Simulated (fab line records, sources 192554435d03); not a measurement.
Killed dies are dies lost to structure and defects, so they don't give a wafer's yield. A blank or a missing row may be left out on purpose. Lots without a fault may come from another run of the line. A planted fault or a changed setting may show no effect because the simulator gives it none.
Chamber matching | flow n5_finfet | N5_BEOL_M7_STRIP_36 on rie_diel-06: 4 sister chambers
The step strips in N2/H2. 20 wafers are shown with their chamber, then 10 later ones without.

WAFERS WITH THEIR CHAMBER
wafer  | chamber | drypump_motor_current_A (A) | throttle_valve_pct (%) | oes_product_au (a.u.)
L074.3 | 2       | 4.9                         | 23.7                   | 0.70
L074.4 | 3       | 6.8                         | 23.8                   | 0.67
L074.5 | 0       | 6.1                         | 23.7                   | 0.76
L075.2 | 2       | 4.9                         | 23.7                   | 0.70
L075.3 | 3       | 6.8                         | 23.8                   | 0.67
L075.5 | 0       | 6.1                         | 23.7                   | 0.78
L078.2 | 2       | 4.9                         | 23.7                   | 0.71
L078.5 | 2       | 4.9                         | 23.7                   | 0.70
L078.6 | 3       | 6.8                         | 23.9                   | 0.68
L077.1 | 3       | 6.8                         | 23.8                   | 0.66
L077.4 | 1       | 5.9                         | 23.4                   | 0.99
L077.5 | 0       | 6.1                         | 23.7                   | 0.77
L085.3 | 2       | 4.9                         | 23.8                   | 0.68
L085.5 | 0       | 6.1                         | 23.7                   | 0.76
L085.6 | 1       | 5.9                         | 23.4                   | 0.93
L087.2 | 1       | 6.0                         | 23.4                   | 0.92
L087.3 | 3       | 6.8                         | 23.5                   | 0.97
L087.5 | 2       | 4.9                         | 23.8                   | 0.68
L088.2 | 2       | 4.9                         | 23.8                   | 0.69
L088.4 | 0       | 6.1                         | 23.7                   | 0.76

SIGNATURES (means of the wafers above)
reading                 | chamber 0 | chamber 1 | chamber 2 | chamber 3 | scatter within a chamber
drypump_motor_current_A | 6.100     | 5.933     | 4.900     | 6.800     | 0.0204
throttle_valve_pct      | 23.700    | 23.400    | 23.743    | 23.760    | 0.0826
oes_product_au          | 0.7660    | 0.9467    | 0.6943    | 0.7300    | 0.069
Rule: a wafer's distance from a chamber is the root of the sum, over the readings, of the square of ((its reading less the chamber's mean) divided by the reading's scatter). The wafer belongs to the nearest chamber; if the next one is less than 2 further off, it can't be placed. The scatter: the root of (the sum of the squares of (reading less its chamber's mean) over the shown wafers, divided by (wafers less chambers)).

WAFERS WITHOUT THEIR CHAMBER
wafer  | drypump_motor_current_A (A) | throttle_valve_pct (%) | oes_product_au (a.u.)
L088.6 | 6.8                         | 23.5                   | 0.96
L091.1 | 6.1                         | 23.7                   | 0.74
L091.5 | 6.0                         | 23.4                   | 0.90
L091.6 | 6.1                         | 23.7                   | 0.75
L093.1 | 6.0                         | 23.4                   | 0.88
L093.2 | 6.1                         | 23.7                   | 0.74
L093.5 | 6.0                         | 23.4                   | 0.88
L096.2 | 6.8                         | 23.5                   | 0.91
L096.3 | 5.9                         | 23.4                   | 0.86
L096.6 | 6.1                         | 23.7                   | 0.73

WHICH CHAMBER EACH WENT THROUGH
wafer  | from the rows above | in truth
L088.6 | 3                   | 3
L091.1 | 0                   | 0
L091.5 | 1                   | 1
L091.6 | 0                   | 0
L093.1 | 1                   | 1
L093.2 | 0                   | 0
L093.5 | 1                   | 1
L096.2 | 3                   | 3
L096.3 | 1                   | 1
L096.6 | 0                   | 0
Placed correctly: 10 of 10. Can't be placed from these rows: 0. Placed wrongly: 0.
